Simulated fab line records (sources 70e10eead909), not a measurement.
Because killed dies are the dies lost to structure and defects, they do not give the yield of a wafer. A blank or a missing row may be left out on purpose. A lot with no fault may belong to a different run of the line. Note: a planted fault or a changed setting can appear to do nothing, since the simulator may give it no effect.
fab line records | flow nandHarc
[record] lots = 24 wafers = 72 lastDay = 24
route steps=1159 shown P_ZERO_WELL@67 P_STI@109 P_GATE@156 P_M0@267
lots that met no fault: from a run of the same line without faults
startH: hours from the record's opening day to when the first of the lot's shown wafers began | waitH: hours elapsed since this lot's preceding step | " the same as in the row above | L1.1+2: a single row standing in for several wafers | - no value present, or no start provided | * or withheld: withheld | < > ~ a bound
route shown NAME@n: names a module that has steps shown in the file, with the first one's number in the route | usual: the fault-free wafers' mean and standard deviation | same: alike in all rows | chamber/n: place in a boat | sites: the reading at each site | _std_site: their standard deviation | _edge_site: inner sites' mean taken away from outer sites' mean | radiusMm: for every site, how far away it sits from the centre of the wafer | mask NAME#n: copy n | behind: the last tool/chamber to shape the wafer | hold: reason for holding the lot/hours on hold/outcome of the hold | device: transistor that didn't switch, given as n, p or np | end of line: at the end of the route, the tests of the same wafers | for a step that has no rows: nothing shown but its recipe | killed: at the first sort, the dies lost to defects and structure; wafer yield is something else | map: the dies of a wafer, with x for killed, . for not killed, _ for no die there
set.NAME: the setting that was run; set.NAME@STEP: the one run at that earlier step | model.NAME: the simulator's own value behind a step, which no gauge read
one table for each step of the route and one row for each wafer, over a sample of lots
services: a tool's chamber out of use, with start hour (startH, from the record's first day; less than 0 if before it), hours out, and reason
[[steps]]
[step NHARC_P_ZERO_WELL_RTA_42]
[recipe] tempC = 1100 timeS = 300
[usual] lampPowerPct = 40/3.3 lamp_zone_4_pct = 40/3.3 wafer_temp_C_max = 1105.7/1.4
// columns lot.wafer tool chamber startH waitH lampPowerPct lamp_zone_4_pct wafer_temp_C_max
L074.1 rtpAnneal-01 0 19.02 - 44 44 1108.2
L074.4 " 0 " " 44 44 1105.7
L074.6 " 0 " " 44 44 1107.0
L075.1 rtpAnneal-01 0 24.88 - 44 44 1107.4
L075.2 " 0 " " 44 44 1105.8
L075.4 " 0 " " 44 44 1107.0
L076.1 rtpAnneal-02 0 30.93 - 37 37 1105.3
L076.3 " 0 " " 37 37 1103.9
L076.5 " 0 " " 37 37 1105.3
L077.3 rtpAnneal-02 0 37.23 - 37 37 1104.5
L077.5 " 0 " " 37 37 1103.9
L077.6 " 0 " " 37 37 1102.6
L078.2 rtpAnneal-02 0 43.20 - 37 37 1103.5
L078.4 " 0 " " 37 37 1105.1
L078.5 " 0 " " 37 37 1104.9
L079.3 rtpAnneal-01 0 49.11 - 44 44 1107.9
L079.5 " 0 " " 44 44 1106.4
L079.6 " 0 " " 44 44 1106.4
L080.1 rtpAnneal-01 0 54.86 - 44 44 1107.6
L080.3 " 0 " " 44 44 1106.1
L080.5 " 0 " " 44 44 1107.1
L081.2 rtpAnneal-02 0 61.00 - 37 37 1105.5
L081.3 " 0 " " 37 37 1104.9
L081.5 " 0 " " 37 37 1104.1
L082.1 rtpAnneal-01 0 66.67 - 44 44 1107.9
L082.4 " 0 " " 44 44 1106.4
L082.5 " 0 " " 44 44 1105.1
L083.2 rtpAnneal-01 0 78.91 - 44 44 1105.9
L083.4 " 0 " " 44 44 1105.9
L083.6 " 0 " " 44 44 1106.8
L084.2 rtpAnneal-02 0 79.00 - 37 37 1104.2
L084.4 " 0 " " 37 37 1104.5
L084.6 " 0 " " 37 37 1104.6
L085.4 rtpAnneal-02 0 85.19 - 37 37 1104.1
L085.5 " 0 " " 37 37 1103.7
L085.6 " 0 " " 37 37 1103.2
L086.2 rtpAnneal-02 0 91.12 - 37 37 1105.2
L086.4 " 0 " " 37 37 1106.3
L086.6 " 0 " " 37 37 1104.6
L087.1 rtpAnneal-02 0 96.94 - 37 37 1104.7
L087.2 " 0 " " 37 37 1105.8
L087.4 " 0 " " 37 37 1106.8
L088.1 rtpAnneal-01 0 102.80 - 44 44 1109.4
L088.5 " 0 " " 44 44 1108.2
L088.6 " 0 " " 44 44 1106.9
L089.1 rtpAnneal-02 0 108.82 - 37 37 1103.6
L089.4 " 0 " " 37 37 1105.4
L089.5 " 0 " " 37 37 1103.9
L090.3 rtpAnneal-01 0 115.11 - 44 44 1105.2
L090.4 " 0 " " 44 44 1105.8
L090.6 " 0 " " 44 44 1107.2
L091.1 rtpAnneal-01 0 120.75 - 44 44 1105.2
L091.2 " 0 " " 44 44 1108.4
L091.3 " 0 " " 44 44 1106.5
L092.3 rtpAnneal-01 0 127.16 - 44 44 1106.7
L092.4 " 0 " " 44 44 1106.9
L092.5 " 0 " " 44 44 1105.8
L093.2 rtpAnneal-02 0 133.03 - 37 37 1105.4
L093.3 " 0 " " 37 37 1104.9
L093.5 " 0 " " 37 37 1104.6
L094.1 rtpAnneal-02 0 139.06 - 37 37 1103.7
L094.4 " 0 " " 37 37 1104.4
L094.6 " 0 " " 37 37 1104.8
L095.2 rtpAnneal-02 0 145.06 - 37 37 1105.2
L095.5 " 0 " " 37 37 1106.2
L095.6 " 0 " " 37 37 1104.3
L096.3 rtpAnneal-02 0 151.17 - 37 37 1104.9
L096.5 " 0 " " 37 37 1103.4
L096.6 " 0 " " 37 37 1103.8
L097.1 rtpAnneal-01 0 156.90 - 44 44 1106.3
L097.2 " 0 " " 44 44 1106.6
L097.4 " 0 " " 44 44 1107.8
[step NHARC_P_STI_INSPECT_25]
[usual] rawDefectCount = 218/70
// columns lot.wafer tool chamber startH waitH rawDefectCount
L074.1 defectInspect-02 - 71.38 0.4 206
L074.4 " - " " 199
L074.6 " - " " 316
L076.1 defectInspect-02 - 78.05 0.4 274
L076.3 " - " " 216
L076.5 " - " " 196
L075.1 defectInspect-01 - 78.05 0.4 115
L075.2 " - " " 125
L075.4 " - " " 114
L078.2 defectInspect-01 - 91.23 0.4 341
L078.4 " - " " 281
L078.5 " - " " 136
L079.3 defectInspect-02 - 91.23 0.4 196
L079.5 " - " " 154
L079.6 " - " " 160
L077.3 defectInspect-02 - 91.24 0.4 386
L077.5 " - " " 133
L077.6 " - " " 124
L080.1 defectInspect-02 - 102.23 0.4 129
L080.3 " - " " 232
L080.5 " - " " 199
L081.2 defectInspect-01 - 102.24 0.4 116
L081.3 " - " " 179
L081.5 " - " " 230
L082.1 defectInspect-02 - 118.95 0.4 198
L082.4 " - " " 210
L082.5 " - " " 207
L084.2 defectInspect-01 - 118.96 0.4 184
L084.4 " - " " 260
L084.6 " - " " 230
L083.2 defectInspect-02 - 118.96 0.4 193
L083.4 " - " " 198
L083.6 " - " " 202
L087.1 defectInspect-01 - 146.59 0.4 190
L087.2 " - " " 207
L087.4 " - " " 161
L085.4 defectInspect-02 - 146.59 0.4 93
L085.5 " - " " 291
L085.6 " - " " 195
L086.2 defectInspect-02 - 146.59 0.4 151
L086.4 " - " " 218
L086.6 " - " " 239
L089.1 defectInspect-01 - 153.96 0.4 210
L089.4 " - " " 161
L089.5 " - " " 152
L088.1 defectInspect-02 - 153.97 0.4 225
L088.5 " - " " 222
L088.6 " - " " 173
L091.1 defectInspect-01 - 163.30 0.4 185
L091.2 " - " " 167
L091.3 " - " " 170
L090.3 defectInspect-02 - 163.30 0.4 186
L090.4 " - " " 234
L090.6 " - " " 200
L092.3 defectInspect-01 - 173.19 0.4 141
L092.4 " - " " 140
L092.5 " - " " 173
L093.2 defectInspect-02 - 180.32 0.4 261
L093.3 " - " " 208
L093.5 " - " " 381
L095.2 defectInspect-01 - 189.00 0.4 241
L095.5 " - " " 242
L095.6 " - " " 433
L094.1 defectInspect-02 - 189.00 0.4 220
L094.4 " - " " 269
L094.6 " - " " 250
L096.3 defectInspect-02 - 197.62 0.4 170
L096.5 " - " " 271
L096.6 " - " " 355
L097.1 defectInspect-02 - 205.33 0.4 213
L097.2 " - " " 256
L097.4 " - " " 143
[step NHARC_P_GATE_ETCHBACK_37]
[recipe] targetDepthA = 345 timeS = 17.2 chf3FlowSccm = 50 o2FlowSccm = 10 arFlowSccm = 200 rfW = 500 biasW = 200 chemistry = CHF3/O2
[usual] chamberPressureMTorr = 24.999/0.02 drypumpMotorCurrentA = 5.6/0.45 oesProductAu = 0.94/0.033 rfVppV = 370.5/2.6 showerheadPlenumPTorr = 2.40/0.11 throttleValvePct = 20.573/0.0096
// columns lot.wafer tool chamber startH waitH chamberPressureMTorr drypumpMotorCurrentA oesProductAu rfHoursCounterH rfVppV showerheadPlenumPTorr throttleValvePct
L074.1 rieDiel-06 1 - - 25.004 5.4 0.93 6 371.2 2.43 20.569
L074.4 " 2 " " 24.971 5.3 0.92 7 373.6 2.57 20.588
L074.6 " 1 " " 25.031 5.4 0.92 - 371.4 2.43 20.565
L075.1 rieDiel-11 0 - - 24.970 6.5 0.99 28 367.1 2.24 20.558
L075.4 " 1 " " 25.003 6.0 1.01 33 368.8 2.30 20.576
L075.2 " 2 " " 24.980 5.9 1.00 35 366.4 2.24 20.581
L076.3 rieDiel-09 0 - - 24.994 5.5 0.91 8 370.6 2.38 20.571
L076.1 " 1 " " 25.038 4.8 0.92 8 374.0 2.52 20.574
L076.5 " 3 " " 25.029 5.7 0.93 - 367.8 2.29 20.564
L079.3 rieDiel-06 0 - - 24.984 5.5 0.91 8 366.2 2.24 20.571
L079.5 " 3 " " 25.043 6.4 0.92 - 370.1 2.39 20.584
L079.6 " 0 " " 25.002 5.5 0.91 - 366.6 2.24 20.573
L078.2 rieDiel-09 3 - - 25.012 5.7 0.92 11 367.9 2.28 20.562
L078.4 " 0 " " 25.003 5.4 0.91 10 371.5 2.38 20.584
L078.5 " 3 " " 24.998 5.7 0.92 - 369.5 2.28 20.581
L077.3 rieDiel-06 1 - - 25.007 5.4 0.92 11 372.3 2.43 20.573
L077.6 " 2 " " 24.988 5.3 0.92 - 373.8 2.57 20.585
L077.5 " 3 " " 24.981 6.4 0.93 - 370.2 2.39 20.588
L080.1 rieDiel-06 3 - - 24.947 6.4 0.94 13 370.4 2.39 20.573
L080.3 " 0 " " 25.024 5.5 0.92 10 368.2 2.24 20.576
L080.5 " 3 " " 25.003 6.4 0.93 - 370.5 2.39 20.582
L081.3 rieDiel-09 0 - - 25.011 5.4 0.91 13 369.5 2.37 20.566
L081.2 " 1 " " 25.033 4.8 0.92 14 372.5 2.52 20.568
L081.5 " 0 " " 24.995 5.5 0.91 - 369.0 2.37 20.575
L083.4 rieDiel-09 3 - - 25.016 5.7 1.01 21 369.2 2.28 20.566
L083.2 " 0 " " 24.979 5.4 0.98 18 369.6 2.37 20.593
L083.6 " 3 " " 24.995 5.7 1.00 - 365.7 2.28 20.583
L084.2 rieDiel-09 2 - - 25.028 5.5 0.93 22 369.9 2.42 20.549
L084.4 " 0 " " 24.999 5.5 0.91 18 369.1 2.37 20.586
L084.6 " 2 " " 25.055 5.5 0.93 - 371.7 2.42 20.576
L082.1 rieDiel-06 0 - - 24.993 5.5 0.91 12 367.8 2.24 20.543
L082.4 " 1 " " 25.006 5.4 0.91 14 372.0 2.43 20.568
L082.5 " 2 " " 24.999 5.3 0.93 - 374.3 2.57 20.568
L085.4 rieDiel-06 1 - - 24.996 5.4 0.93 20 371.3 2.42 20.585
L085.5 " 2 " " 25.028 5.3 0.94 - 374.3 2.57 20.556
L085.6 " 3 " " 24.997 6.4 0.93 - 369.3 2.39 20.559
L087.4 rieDiel-09 1 - - 25.015 4.7 0.93 31 372.0 2.51 20.561
L087.2 " 2 " " 25.009 5.5 0.93 34 371.4 2.42 20.566
L087.1 " 0 " " 24.976 5.5 0.91 31 370.9 2.37 20.578
L086.2 rieDiel-06 1 - - 25.001 5.4 0.91 20 371.3 2.42 20.577
L086.4 " 2 " " 25.000 5.3 0.91 20 373.4 2.57 20.560
L086.6 " 1 " " 25.005 5.4 0.92 - 370.9 2.42 20.577
L088.1 rieDiel-09 1 - - 25.024 4.8 0.92 35 371.6 2.51 20.588
L088.6 " 3 " " 25.017 5.7 0.92 - 368.0 2.27 20.575
L088.5 " 0 " " 24.974 5.5 0.91 - 371.4 2.37 20.571
L089.1 rieDiel-06 1 - - 24.982 5.4 0.94 22 371.1 2.42 20.574
L089.4 " 2 " " 24.984 5.3 0.94 23 374.9 2.57 20.564
L089.5 " 1 " " 25.009 5.4 0.92 - 371.0 2.42 20.558
L090.4 rieDiel-06 1 - - 24.962 5.4 0.92 23 369.7 2.42 20.564
L090.3 " 2 " " 24.999 5.3 0.93 23 373.0 2.57 20.585
L090.6 " 1 " " 24.985 5.4 0.92 - 372.7 2.42 20.568
L091.3 rieDiel-06 1 - - 25.019 5.4 0.92 23 369.9 2.42 20.564
L091.1 " 2 " " 25.013 5.3 0.93 23 373.2 2.57 20.574
L091.2 " 3 " " 24.989 6.4 0.92 25 369.8 2.39 20.571
L092.4 rieDiel-06 1 - - 24.993 5.4 0.92 26 371.6 2.42 20.578
L092.3 " 3 " " 24.982 6.4 0.93 28 371.3 2.39 20.564
L092.5 " 2 " " 24.977 5.3 0.94 - 375.0 2.57 20.560
L093.2 rieDiel-09 2 - - 24.975 5.5 1.00 47 371.1 2.41 20.587
L093.3 " 1 " " 25.008 4.8 0.99 44 372.9 2.51 20.583
L093.5 " 0 " " 24.986 5.5 0.99 - 369.8 2.36 20.565
L094.1 rieDiel-11 1 - - 25.005 5.9 1.00 9 367.2 2.29 20.558
L094.4 " 1 " " 24.994 5.9 1.00 - 367.6 2.29 20.576
L094.6 " 0 " " 25.037 6.5 0.97 - 374.7 2.59 20.561
L095.2 rieDiel-11 1 - - 24.998 5.9 0.96 9 367.9 2.29 20.579
L095.6 " 1 " " 25.004 5.9 0.95 - 368.6 2.29 20.577
L095.5 " 0 " " 25.024 6.5 0.94 - 375.6 2.59 20.575
L096.3 rieDiel-06 0 - - 25.013 5.5 1.00 29 366.5 2.23 20.568
L096.6 " 3 " " 25.003 6.4 0.99 - 371.3 2.39 20.577
L096.5 " 0 " " 25.026 5.5 0.99 - 366.6 2.23 20.579
L097.4 rieDiel-09 2 - - 25.015 5.5 0.93 57 370.7 2.41 20.581
L097.2 " 0 " " 24.981 5.4 0.92 50 370.9 2.36 20.574
L097.1 " 1 " " 25.044 4.7 0.91 54 372.5 2.51 20.581
[step NHARC_P_GATE_STRIP_95]
[recipe] powerW = 1500 tempC = 250 chemistry = O2
[usual] drypumpMotorCurrentA = 5.6/0.42 heaterPowerW = 308/41 rfReflPowerW = 25/16
// columns lot.wafer tool chamber startH waitH drypumpMotorCurrentA heaterPowerW rfHoursCounterH rfReflPowerW
L074.1 plasmaAsher-01 0 109.67 0.5 5.1 267 1 15
L074.4 " 1 " " 6.1 365 - 29
L074.6 " 0 " " 5.1 257 - 14
L075.2 plasmaAsher-01 0 120.04 0.6 5.1 258 4 14
L075.1 " 1 " " 6.2 372 4 30
L075.4 " 1 " " 6.2 378 - 29
L076.1 plasmaAsher-01 1 121.19 0.6 6.1 376 5 31
L076.3 " 0 " " 5.1 256 - 15
L076.5 " 0 " " 5.1 257 - 14
L079.3 plasmaAsher-02 1 129.74 0.3 5.8 306 - 9
L079.5 " 0 " " 5.3 300 - 49
L079.6 " 1 " " 5.8 310 - 9
L078.2 plasmaAsher-01 1 130.37 0.6 6.1 367 8 32
L078.4 " 0 " " 5.1 259 - 13
L078.5 " 1 " " 6.1 365 - 31
L077.3 plasmaAsher-02 1 136.16 0.4 5.8 305 - 9
L077.6 " 1 " " 5.8 308 - 9
L077.5 " 0 " " 5.3 305 - 49
L080.1 plasmaAsher-02 0 142.67 0.5 5.3 297 41 48
L080.3 " 0 " " 5.3 297 - 48
L080.5 " 0 " " 5.3 307 - 49
L081.2 plasmaAsher-02 0 143.99 0.5 5.3 296 43 49
L081.3 " 0 " " 5.3 298 - 49
L081.5 " 1 " " 5.8 300 - 9
L083.2 plasmaAsher-01 0 157.38 0.5 5.1 260 15 13
L083.4 " 0 " " 5.1 266 - 13
L083.6 " 0 " " 5.1 259 - 14
L084.2 plasmaAsher-02 0 157.73 0.5 5.3 290 49 48
L084.4 " 0 " " 5.3 304 - 49
L084.6 " 0 " " 5.3 297 - 49
L082.1 plasmaAsher-02 1 160.16 0.6 5.8 310 51 9
L082.4 " 1 " " 5.8 301 - 9
L082.5 " 0 " " 5.2 298 - 49
L085.4 plasmaAsher-01 0 185.69 0.3 5.1 256 - 13
L085.5 " 1 " " 6.1 373 - 32
L085.6 " 0 " " 5.1 259 - 13
L087.1 plasmaAsher-02 1 186.16 0.6 5.8 303 56 8
L087.2 " 0 " " 5.3 299 56 49
L087.4 " 1 " " 5.8 296 - 9
L086.2 plasmaAsher-01 1 186.96 0.6 6.1 371 27 30
L086.4 " 0 " " 5.1 257 - 13
L086.6 " 0 " " 5.1 259 - 13
L088.1 plasmaAsher-01 1 198.13 0.6 6.1 370 32 29
L088.6 " 1 " " 6.1 375 - 30
L088.5 " 0 " " 5.1 257 - 13
L089.1 plasmaAsher-01 1 199.19 0.6 6.2 374 34 29
L089.4 " 1 " " 6.2 369 - 27
L089.5 " 0 " " 5.1 260 - 14
L091.2 plasmaAsher-02 0 205.02 0.6 5.3 296 4 49
L091.1 " 1 " " 5.8 309 4 9
L091.3 " 1 " " 5.8 303 - 9
L090.3 plasmaAsher-01 1 208.63 5.6 6.1 381 - 29
L090.4 " 0 " " 5.1 261 - 13
L090.6 " 1 " " 6.2 366 - 29
L092.4 plasmaAsher-02 1 218.93 0.4 5.8 304 - 9
L092.3 " 0 " " 5.3 292 - 49
L092.5 " 0 " " 5.3 296 - 49
L093.2 plasmaAsher-01 0 219.47 0.6 5.1 257 40 14
L093.3 " 1 " " 6.2 374 - 31
L093.5 " 1 " " 6.2 363 - 30
L094.1 plasmaAsher-01 1 227.61 0.5 6.1 364 42 31
L094.4 " 0 " " 5.1 258 - 14
L094.6 " 0 " " 5.1 257 - 12
L095.2 plasmaAsher-02 0 228.03 0.5 5.2 293 12 49
L095.6 " 1 " " 5.8 310 - 9
L095.5 " 0 " " 5.3 288 - 49
L096.3 plasmaAsher-02 0 239.80 0.3 5.3 288 - 48
L096.6 " 1 " " 5.8 310 - 9
L096.5 " 0 " " 5.3 286 - 48
L097.1 plasmaAsher-02 0 244.25 0.6 5.3 297 16 48
L097.2 " 1 " " 5.8 305 16 9
L097.4 " 0 " " 5.3 290 - 48
[step NHARC_P_M0_ETCH_34]
[recipe] targetDepthA = 400 overetchA = 120 timeS = 43.94 ionEnergyEv = 200 n2FlowSccm = 150 h2FlowSccm = 150 arFlowSccm = 0 rfW = 400 biasW = 150 chemistry = N2/H2
[usual] chamberPressureMTorr = 30.00/0.033 drypumpMotorCurrentA = 5.6/0.34 oesProductAu = 0.996/0.0096 rfVppV = 430.0/2.3 showerheadPlenumPTorr = 2.02/0.077 throttleValvePct = 14.171/0.0093
// columns lot.wafer tool chamber startH waitH chamberPressureMTorr drypumpMotorCurrentA oesProductAu rfHoursCounterH rfVppV showerheadPlenumPTorr throttleValvePct
L074.4 rieDiel-07 0 125.54 0.1 29.99 6.1 1.001 4 428.5 2.00 14.181
L074.1 " 3 " " 30.06 5.1 1.013 5 431.2 2.07 14.150
L074.6 " 0 " " 30.01 6.1 0.992 - 428.9 2.00 14.173
L075.2 rieDiel-01 2 131.70 0.1 29.97 5.6 0.990 13 431.1 2.05 14.164
L075.1 " 3 " " 29.97 6.0 0.989 11 429.3 1.98 14.172
L075.4 " 0 " " 30.00 5.9 0.999 12 428.0 1.99 14.188
L076.3 rieDiel-01 2 132.37 0.1 30.00 5.6 1.005 13 429.6 2.06 14.162
L076.1 " 0 " " 30.00 5.9 1.006 12 429.7 1.99 14.172
L076.5 " 3 " " 30.02 6.0 0.996 - 428.4 1.98 14.175
L079.3 rieDiel-07 2 138.71 0.1 29.97 5.2 0.987 6 428.8 1.97 14.160
L079.6 " 0 " " 30.02 6.1 0.987 - 430.2 2.00 14.172
L079.5 " 1 " " 30.01 6.0 0.998 - 427.0 1.93 14.167
L078.2 rieDiel-07 2 139.82 0.1 30.05 5.2 0.998 6 428.9 1.97 14.148
L078.4 " 3 " " 29.97 5.0 0.999 5 432.4 2.07 14.158
L078.5 " 1 " " 30.00 6.0 1.005 - 427.9 1.93 14.169
L077.3 rieDiel-05 3 145.70 0.1 29.95 5.9 1.005 12 429.4 1.97 14.151
L077.6 " 1 " " 30.00 5.1 1.006 - 426.1 1.91 14.173
L077.5 " 2 " " 30.00 5.8 1.010 - 428.8 1.99 14.162
L080.3 rieDiel-05 2 155.01 0.1 29.98 5.8 0.996 13 430.4 1.99 14.179
L080.1 " 3 " " 30.00 5.9 0.994 12 428.3 1.97 14.174
L080.5 " 1 " " 30.05 5.1 1.003 - 427.0 1.91 14.167
L081.3 rieDiel-01 1 155.40 0.1 30.04 5.3 0.997 1 435.1 2.19 14.164
L081.2 " 2 " " 29.96 5.6 0.994 1 431.7 2.05 14.168
L081.5 " 1 " " 29.97 5.3 0.993 - 434.8 2.19 14.168
L083.2 rieDiel-01 1 165.54 0.1 30.03 5.3 1.005 1 434.0 2.18 14.168
L083.4 " 3 " " 29.96 6.0 0.980 1 428.7 1.98 14.172
L083.6 " 2 " " 29.99 5.6 1.006 - 431.5 2.05 14.172
L084.4 rieDiel-01 0 166.06 0.1 30.02 5.9 0.990 2 429.6 1.99 14.160
L084.2 " 1 " " 30.00 5.3 1.007 1 434.4 2.19 14.169
L084.6 " 3 " " 30.03 6.0 0.984 - 428.2 1.98 14.161
L082.1 rieDiel-01 0 168.08 0.1 30.00 5.9 0.993 2 430.2 1.99 14.185
L082.4 " 2 " " 30.02 5.6 0.998 1 430.9 2.05 14.184
L082.5 " 0 " " 30.04 5.9 0.992 - 429.9 1.98 14.175
L085.4 rieDiel-05 0 195.63 0.1 29.97 5.4 0.998 2 431.5 2.06 14.162
L085.5 " 2 " " 29.93 5.8 1.001 - 428.4 1.99 14.180
L085.6 " 3 " " 30.00 5.9 1.006 - 427.9 1.97 14.168
L087.4 rieDiel-01 3 196.15 0.1 30.01 6.0 0.984 3 428.7 1.98 14.174
L087.1 " 0 " " 30.00 5.9 0.979 4 428.1 1.98 14.176
L087.2 " 2 " " 30.00 5.6 0.998 3 431.0 2.05 14.165
L086.2 rieDiel-01 3 196.57 0.1 30.00 6.0 0.983 3 428.0 1.98 14.179
L086.4 " 1 " " 30.03 5.3 0.995 4 434.7 2.18 14.175
L086.6 " 0 " " 29.95 5.8 0.984 - 429.4 1.98 14.162
L088.1 rieDiel-01 0 211.29 0.1 29.97 5.9 0.987 5 430.2 1.98 14.153
L088.6 " 0 " " 29.97 5.9 0.990 - 429.3 1.98 14.183
L088.5 " 1 " " 29.98 5.3 0.997 - 434.0 2.18 14.184
L089.1 rieDiel-07 3 211.80 0.1 29.98 5.1 1.005 8 432.5 2.07 14.176
L089.4 " 0 " " 30.04 6.0 0.993 9 428.9 2.00 14.180
L089.5 " 0 " " 29.97 6.1 0.989 - 429.0 2.00 14.177
L091.2 rieDiel-05 3 215.68 0.1 30.00 5.9 0.999 4 428.2 1.97 14.180
L091.1 " 0 " " 30.00 5.4 0.996 4 432.4 2.06 14.181
L091.3 " 2 " " 29.98 5.8 1.012 3 428.1 1.99 14.158
L090.4 rieDiel-01 1 216.68 0.1 30.01 5.3 1.008 5 434.7 2.18 14.177
L090.3 " 3 " " 30.02 6.0 0.983 5 429.4 1.98 14.175
L090.6 " 0 " " 30.02 5.8 0.980 - 428.5 1.98 14.182
L092.3 rieDiel-05 3 226.55 0.1 30.08 5.9 1.000 5 428.1 1.97 14.183
L092.4 " 0 " " 30.01 5.4 0.996 5 429.0 2.06 14.172
L092.5 " 1 " " 29.95 5.1 1.004 - 425.8 1.91 14.153
L093.3 rieDiel-01 1 231.86 0.1 30.00 5.3 1.005 6 435.0 2.18 14.183
L093.2 " 0 " " 30.03 5.9 0.981 7 430.0 1.98 14.177
L093.5 " 1 " " 30.00 5.3 0.998 - 433.2 2.18 14.180
L094.4 rieDiel-05 1 238.89 0.1 30.05 5.1 1.006 4 426.0 1.91 14.170
L094.1 " 2 " " 29.97 5.8 0.997 6 427.3 1.99 14.180
L094.6 " 0 " " 30.00 5.4 0.998 - 432.0 2.06 14.174
L095.2 rieDiel-05 0 239.36 0.1 29.98 5.4 0.995 6 433.1 2.06 14.168
L095.5 " 3 " " 30.02 5.9 0.992 - 428.0 1.97 14.160
L095.6 " 0 " " 30.03 5.4 0.980 - 430.7 2.06 14.176
L096.3 rieDiel-01 0 247.87 0.1 29.97 5.8 0.987 9 430.7 1.98 14.172
L096.6 " 2 " " 29.96 5.6 1.011 - 430.7 2.05 14.177
L096.5 " 3 " " 29.96 6.0 0.991 - 428.0 1.98 14.163
L097.1 rieDiel-07 3 252.43 0.1 30.03 5.1 0.992 2 430.7 2.07 14.169
L097.2 " 0 " " 29.99 6.0 1.002 2 430.9 2.00 14.179
L097.4 " 2 " " 30.03 5.2 0.990 1 428.8 1.97 14.152
[step NHARC_P_M0_PVD_20]
[recipe] targetThkA = 50 biasV = 168.6 powerW = 15000 chamberPressurePa = 0.12 timeS = 8.06 substrateTempC = 50 material = TaN
[usual] throttleValvePct = 29.7/1.5
// columns lot.wafer tool chamber startH waitH throttleValvePct
L074.4 pvdSputter-02 - - - 29.2
L074.1 " - " " 31.0
L074.6 " - " " 31.6
L075.1 pvdSputter-03 - - - 30.0
L075.2 " - " " 32.1
L075.4 " - " " 28.9
L076.3 pvdSputter-02 - - - 29.6
L076.1 " - " " 30.8
L076.5 " - " " 31.6
L079.3 pvdSputter-01 - - - 28.9
L079.5 " - " " 30.4
L079.6 " - " " 28.6
L078.2 pvdSputter-03 - - - 32.5
L078.4 " - " " 28.7
L078.5 " - " " 28.7
L077.3 pvdSputter-02 - - - 29.5
L077.5 " - " " 28.2
L077.6 " - " " 31.2
L080.1 pvdSputter-02 - - - 28.1
L080.3 " - " " 31.6
L080.5 " - " " 28.3
L081.3 pvdSputter-03 - - - 28.5
L081.2 " - " " 28.8
L081.5 " - " " 32.4
L083.4 pvdSputter-03 - - - 29.9
L083.2 " - " " 32.5
L083.6 " - " " 29.0
L084.2 pvdSputter-02 - - - 29.1
L084.4 " - " " 31.1
L084.6 " - " " 28.1
L082.4 pvdSputter-01 - - - 30.1
L082.1 " - " " 30.5
L082.5 " - " " 27.7
L085.4 pvdSputter-02 - - - 31.5
L085.6 " - " " 28.1
L085.5 " - " " 31.2
L087.2 pvdSputter-03 - - - 28.4
L087.1 " - " " 28.9
L087.4 " - " " 32.3
L086.4 pvdSputter-02 - - - 29.5
L086.2 " - " " 28.2
L086.6 " - " " 29.3
L088.1 pvdSputter-02 - - - 29.3
L088.6 " - " " 29.1
L088.5 " - " " 28.1
L089.4 pvdSputter-01 - - - 27.6
L089.1 " - " " 30.8
L089.5 " - " " 27.7
L091.3 pvdSputter-03 - - - 28.8
L091.1 " - " " 29.8
L091.2 " - " " 32.5
L090.4 pvdSputter-01 - - - 30.3
L090.3 " - " " 28.0
L090.6 " - " " 30.4
L092.4 pvdSputter-02 - - - 31.5
L092.3 " - " " 31.1
L092.5 " - " " 30.4
L093.3 pvdSputter-01 - - - 31.0
L093.2 " - " " 27.8
L093.5 " - " " 27.9
L094.1 pvdSputter-01 - - - 30.6
L094.4 " - " " 27.5
L094.6 " - " " 30.4
L095.2 pvdSputter-02 - - - 30.9
L095.6 " - " " 31.6
L095.5 " - " " 30.4
L096.3 pvdSputter-01 - - - 27.7
L096.5 " - " " 27.6
L096.6 " - " " 30.9
L097.4 pvdSputter-01 - - - 27.6
L097.1 " - " " 30.5
L097.2 " - " " 30.4
[[services]]
// columns tool chamber startH hours kind
rieDiel-09 1 5.04 2.4 repair
plasmaAsher-02 - 12.65 9.0 pm
pvdSputter-02 - 36.01 10.0 pm
rieDiel-06 - 64.20 9.0 pm
rieDiel-09 - 77.16 9.0 pm
pvdSputter-02 - 86.92 4.1 repair
pvdSputter-01 - 90.61 9.8 repair
plasmaAsher-01 - 99.00 9.0 pm
rieDiel-06 0 105.37 14.6 repair
rieDiel-01 3 125.16 3.9 repair
rieDiel-01 - 137.80 9.0 pm
plasmaAsher-01 - 140.72 6.7 repair
plasmaAsher-02 - 162.79 7.9 repair
pvdSputter-02 - 174.14 7.8 repair
rieDiel-01 2 184.28 5.6 repair
rieDiel-01 3 186.25 1.9 repair
plasmaAsher-02 - 189.65 9.0 pm
rieDiel-09 0 195.54 6.6 repair
rieDiel-09 2 206.77 3.1 repair
pvdSputter-02 - 214.01 10.0 pm
rieDiel-06 - 221.35 1.5 repair
rieDiel-01 1 236.53 3.4 repair
rieDiel-06 - 241.20 9.0 pm
rieDiel-01 3 248.64 6.8 repair
[[key]]
fault none
